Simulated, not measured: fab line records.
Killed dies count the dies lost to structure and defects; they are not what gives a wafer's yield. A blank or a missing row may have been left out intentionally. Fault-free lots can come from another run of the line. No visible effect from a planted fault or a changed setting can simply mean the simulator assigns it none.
Struck lot and sound lot, side by side	flow n5-finfet	37 out of 1938 route steps
Sound: wafers L333.1, L333.2, L333.4. Struck: wafer L342.1. (L342.2, L342.6 of the same lot were not struck and are left out.) The cause comes at the end.
At each step with rows: each side's tool, then ch and its chambers, then its first start. Under that, the readings that differ: sound wafers	struck wafers	difference of the means	sigmas: that difference in standard deviations of wafers without a fault.
alike: readings whose means differ by less than 2 such deviations, and words and numbers that are the same on both sides. not compared: withheld readings, readings that some wafer has no value for, bounds like >300 that may hide the same value, and numbers for which the record gives no deviation and whose values overlap.
Wherever a step has rows on one side only, a row that says differs or no value, or a row with sigmas, the two part there. Numbers that don't overlap but have no deviation are shown without sigmas and don't part them. A reading missing from all wafers of one side parts the sides only when that side holds two or more wafers.

first, 9 steps without rows for these wafers: N5_BEOL_M12_PRE_CLEAN_42 (time 30 s); N5_BEOL_M12_SPUTTER_43 (material TaN, target thk 15 nm, time 24.19 s); N5_BEOL_M12_SPUTTER_44 (material Ta, target thk 10 nm, time 16.13 s); N5_BEOL_M12_SPUTTER_45 (material Cu, target thk 80 nm, time 13.33 s); N5_BEOL_M12_ECD_47 (material Cu, target thk 720 nm); N5_BEOL_M12_ANNEAL_48 (time 90 s); N5_BEOL_M12_CMP_49 (polishes, stops on SiOC, t overpolish 20.6 s, target thk 320 nm); N5_BEOL_M12_PRE_CLEAN_52 (time 15 s); N5_BEOL_M12_DEP_53 (deposits SiCN from 3MS/NH3, target thk 30 nm, time 10.5 s).
N5_BEOL_M13_ILD_DEP_00: deposits SiOC from DEMS/O2, target thk 837.92 nm, time 166.4 s.
  sound on pecvd-04 ch 0,1,2, day 14 12:29; struck on pecvd-04 ch 1, day 16 10:19
reading	sound	struck	difference	sigmas
run-length-s (s)	210.9 212.0 210.3	177.5	-33.6	-65
model.SiOC_of_BEOL_M13_ILD_DEP_00.thk-nm (nm)	840.2 828.6 848.2	671.8	-167.2	
  alike: heater-power-w, showerhead-plenum-p-Torr, throttle-valve-pct
N5_BEOL_M13_THK_MEAS_01:
  struck on film-metro-01, day 16 10:28; sound on film-metro-02, day 14 12:38
reading	sound	struck	difference	sigmas
M13_ILD_THK (nm)	840 828 848	672	-167	-17
then, 10 steps without rows for these wafers: N5_BEOL_M13_COAT_58 (time 60 s, resist thk 89 nm); N5_BEOL_M13_COAT_04 (resist thk 400 nm); N5_BEOL_M13_EBR_06; N5_BEOL_M13_SOFTBAKE_05 (time 60 s); N5_BEOL_M13_EXPOSE_07 (exposes mask V12); N5_BEOL_M13_PEB_08 (peb time 90 s); N5_BEOL_M13_DEVELOP_09 (develop time 45 s); N5_BEOL_M13_HARDBAKE_14 (time 120 s); N5_BEOL_M13_DESCUM_15 (chemistry O2, time 7.9 s); N5_BEOL_M13_ETCH_59 (etches BARC in N2/H2, target depth 89 nm, overetch 26.7 nm, time 67.9 s).
N5_BEOL_M13_VIA_ETCH_16: etches SiOC in C4F8/O2/Ar, target depth 921.7 nm.
  sound on rie-diel-02 ch 0,1,3, day 14 13:08; struck on rie-diel-02 ch 3, day 16 11:10
reading	sound	struck	difference	sigmas
model.etch.depth-nm (nm)	840.2 828.6 848.1	671.7	-167.3	
model.coat_of_BEOL_M13_COAT_04.thk-nm (nm)	71.2 73.2 69.8	119.6	+48.2	
  alike: bias-w, chamber-pressure-mTorr, drypump-motor-current-A, oes-product-au, rf-vpp-V, showerhead-plenum-p-Torr, throttle-valve-pct
N5_BEOL_M13_STRIP_63: strips in N2/H2.
  sound on plasma-asher-02 ch 0,1, day 14 13:23; struck on plasma-asher-01 ch 1, day 16 11:44
reading	sound	struck	difference	sigmas
oes-product-au (a.u.)	0.673 0.670 0.676	0.692	+0.019	+4
strip-time-to-endpoint-s (s)	28.0 28.6 27.6	41.6	+13.5	+11
  alike: chamber-pressure-mTorr, drypump-motor-current-A, heater-power-w
  not compared: rf-hours-counter-h
then, 12 steps without rows for these wafers: N5_BEOL_M13_STRIP_64 (strips in N2/H2); N5_BEOL_M13_STRIP_71 (strips in post etch residue remover, time 60 s); N5_BEOL_M13_SRD_72 (time 30 s, dry time 30 s); N5_BEOL_M13_COAT_65 (time 60 s, resist thk 350 nm); N5_BEOL_M13_COAT_66 (time 60 s, resist thk 110 nm); N5_BEOL_M13_COAT_22 (resist thk 300 nm); N5_BEOL_M13_EBR_24; N5_BEOL_M13_SOFTBAKE_23 (time 60 s); N5_BEOL_M13_EXPOSE_25 (exposes mask M13, target cd 210 nm); N5_BEOL_M13_PEB_26 (peb time 90 s); N5_BEOL_M13_DEVELOP_27 (develop time 45 s); N5_BEOL_M13_HARDBAKE_32 (time 120 s).
N5_BEOL_M13_CMP_49: polishes, stops on SiOC, t overpolish 17.1 s, target thk 420 nm.
  sound on cmp-04 ch 0,1,2, day 14 16:03; struck on cmp-04 ch 2, day 16 19:20
reading	sound	struck	difference	sigmas
model.SiOC_of_BEOL_M13_ILD_DEP_00.thk-nm (nm)	775.4 769.4 788.4	613.8	-163.9	
  alike: clearing-platen-rpm, motor-current-A
N5_PASSIVATION_PROBE_49:
  rows exist in the record for the sound wafers here (prober-01, day 15 23:07), none for the struck ones

== WHERE THEY PART ==
Earliest at N5_BEOL_M13_ILD_DEP_00; latest, in this record, at N5_PASSIVATION_PROBE_49.

WHY: what the simulator had put in
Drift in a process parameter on pecvd-04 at N5_BEOL_M13_ILD_DEP_00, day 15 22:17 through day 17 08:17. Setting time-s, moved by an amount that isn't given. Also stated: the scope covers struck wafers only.
